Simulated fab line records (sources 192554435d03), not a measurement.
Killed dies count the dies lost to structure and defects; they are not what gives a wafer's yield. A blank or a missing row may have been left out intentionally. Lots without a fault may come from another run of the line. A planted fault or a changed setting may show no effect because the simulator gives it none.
Matching of chambers ; flow n5_finfet ; 4 sister chambers for N5_SD_EPI_P_ETCHBACK_46 on rie_diel-03
The step etches SiNx in CH3F/O2, stops on SiO2, target depth 17.5 nm. 4 wafers are shown with their chamber, then 9 later ones without.

== WAFERS PAIRED WITH THEIR CHAMBERS ==
wafer;chamber;drypump_motor_current_A (A)
L082.2;2;5.4
L082.5;1;6.5
L084.4;3;4.9
L084.6;0;6.0

== WAFERS MISSING THEIR CHAMBER ==
wafer;drypump_motor_current_A (A)
L089.1;4.9
L089.2;6.5
L089.6;5.4
L096.2;4.9
L096.3;6.4
L096.4;6.0
L097.1;5.4
L097.4;6.4
L097.6;5.4

== THE CHAMBER EACH PASSED THROUGH ==
wafer;from the rows above;in truth
L089.1;3;3
L089.2;1;1
L089.6;2;2
L096.2;3;3
L096.3;1;1
L096.4;0;0
L097.1;2;2
L097.4;1;1
L097.6;2;2
Correct placement for 9 of the 9. Not placeable from these rows: 0. Wrongly placed: 0.
How it was worked out, from the rows above alone: a wafer's distance from a chamber is the root of the sum, over the readings, of the square of ((its reading less the chamber's mean) divided by the reading's scatter). If the next closest chamber is less than 2 further off than the closest, the wafer can't be placed; otherwise it belongs to the closest. For every chamber, the mean is computed from those of its wafers that are shown. The scatter (one wafer shown for each chamber): square how far every hidden wafer sits from the nearest shown wafer, average those squares and take the square root.
